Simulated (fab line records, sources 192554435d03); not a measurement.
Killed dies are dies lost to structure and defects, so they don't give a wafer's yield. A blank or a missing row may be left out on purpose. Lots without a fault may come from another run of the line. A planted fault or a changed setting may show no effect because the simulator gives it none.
Split-lot experiment | flow n5_finfet | 7 lots, 21 wafers read, on a route of 1938 steps

THE SPLIT
At N5_BEOL_M1_EXPOSE_25 (exposes mask V0, defocus 5 nm, target cd 24 nm), the setting dose_mj was moved away from the recipe's 63 on 10 of the 21 wafers read, by -7.4% to +6.1%. The other wafers ran this setting at the recipe's value.

FROM THE SPLIT TO THE READING: what the file shows between them, 2 steps
- N5_BEOL_M1_PEB_26: peb time 60 s
- N5_BEOL_M1_DEVELOP_27: develop time 30 s

THE READING
cd_nm, in nm, at N5_BEOL_M1_CD_MEAS_28 (target cd y 23.3 nm). Fault-free wafers of this fab line usually give 23.98 nm, standard deviation 0.27 nm.

wafer  | tool, chamber at the split | dose_mj as run | against the recipe | cd_nm, nm | against lot-mates on the recipe
L077.1 | euv_scanner-01, 0          | 63             | recipe             | 24.04     | -
L077.4 | euv_scanner-01, 0          | 58.35          | -7.4%              | 22.36     | -1.68
L077.6 | euv_scanner-01, 0          | 58.35          | -7.4%              | 22.31     | -1.73
L080.2 | euv_scanner-01, 0          | 63             | recipe             | 23.93     | -
L080.5 | euv_scanner-01, 0          | 65.88          | +4.6%              | 24.73     | +0.80
L080.6 | euv_scanner-01, 0          | 65.88          | +4.6%              | 24.95     | +1.02
L082.4 | euv_scanner-02, 0          | 66.4           | +5.4%              | 25.10     | +1.16
L082.5 | euv_scanner-02, 0          | 66.4           | +5.4%              | 25.18     | +1.24
L082.6 | euv_scanner-02, 0          | 63             | recipe             | 23.94     | -
L090.3 | euv_scanner-02, 0          | 63             | recipe             | 23.74     | -
L090.5 | euv_scanner-02, 0          | 63             | recipe             | 23.78     | -
L090.6 | euv_scanner-02, 0          | 61.76          | -2.0%              | 23.16     | -0.60
L089.2 | euv_scanner-01, 0          | 63             | recipe             | 23.94     | -
L089.3 | euv_scanner-01, 0          | 66.86          | +6.1%              | 25.15     | +1.57
L089.5 | euv_scanner-01, 0          | 63             | recipe             | 23.21     | -
L092.1 | euv_scanner-02, 0          | 63             | recipe             | 23.92     | -
L092.4 | euv_scanner-02, 0          | 61.5           | -2.4%              | 23.53     | -0.39
L092.5 | euv_scanner-02, 0          | 61.5           | -2.4%              | 23.54     | -0.38
L096.3 | euv_scanner-02, 0          | 63             | recipe             | 24.04     | -
L096.5 | euv_scanner-02, 0          | 63             | recipe             | 24.22     | -
L096.6 | euv_scanner-02, 0          | 63             | recipe             | 24.18     | -

THE FIT
A straight line over all 21 wafers: cd_nm changes by +0.214 nm for each +1% of dose_mj; r = +0.96; the points scatter about the line by 0.22 nm.
The same after taking each lot's own level away (the mean of its wafers on the recipe; 21 wafers): +0.226 nm for each +1%; r = +0.98; scatter 0.15 nm.
On that fit, the largest move of dose_mj shifts the reading by 1.7 nm.
The lots' own levels span 23.575 to 24.147 nm, that is 2.1 times the standard deviation above.
So the lot-to-lot level changes the slope little: the two slopes agree.
Check: with one of the wafers moved furthest among these (-7.4%) left out of the fit, the line predicts -1.66 nm for it against its lot-mates. It came out at -1.68 nm against them.

OTHER SPLITS ON THESE WAFERS
These wafers also went through other splits before the reading. Each is held against what the fit with the lots' levels taken away leaves over:
other split on the same wafers          | wafers away from the commonest value | r with cd_nm (lot level and that fit taken away)
N5_GATE_CUT_CUT_ETCH_54 icp_w           | 8                                    | -0.27
N5_MOL_CONTACT_COAG_ETCHBACK_135 time_s | 7                                    | +0.28
N5_BEOL_M0_SAQP_COAT_08 spin_rpm        | 7                                    | +0.08
N5_BEOL_M0_SAQP_DESCUM_45 time_s        | 6                                    | +0.07
N5_BEOL_M1_COAT_05 spin_rpm             | 8                                    | -0.03

THE WHOLE CHAIN: every reading that the file lists as answering this split, in the file's order
step                   | what it does                                                       | reading                                                        | change (the file's fit)               | r (the file's)
N5_BEOL_M1_CD_MEAS_28  | target cd y 23.3 nm                                                | cd_nm                                                          | +0.231 nm for each +1% of the setting | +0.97
N5_BEOL_M1_VIA_ETCH_34 | etches the open film in C4F6/O2, target depth 67.8 nm, time 64.4 s | BEOL_M1.cd_nm (the simulator's own value, which no gauge read) | +0.19 nm for each +1% of the setting  | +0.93

THE FILE'S OWN FIT
cd_nm changes by +0.231 nm for each +1% of dose_mj, r = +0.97.
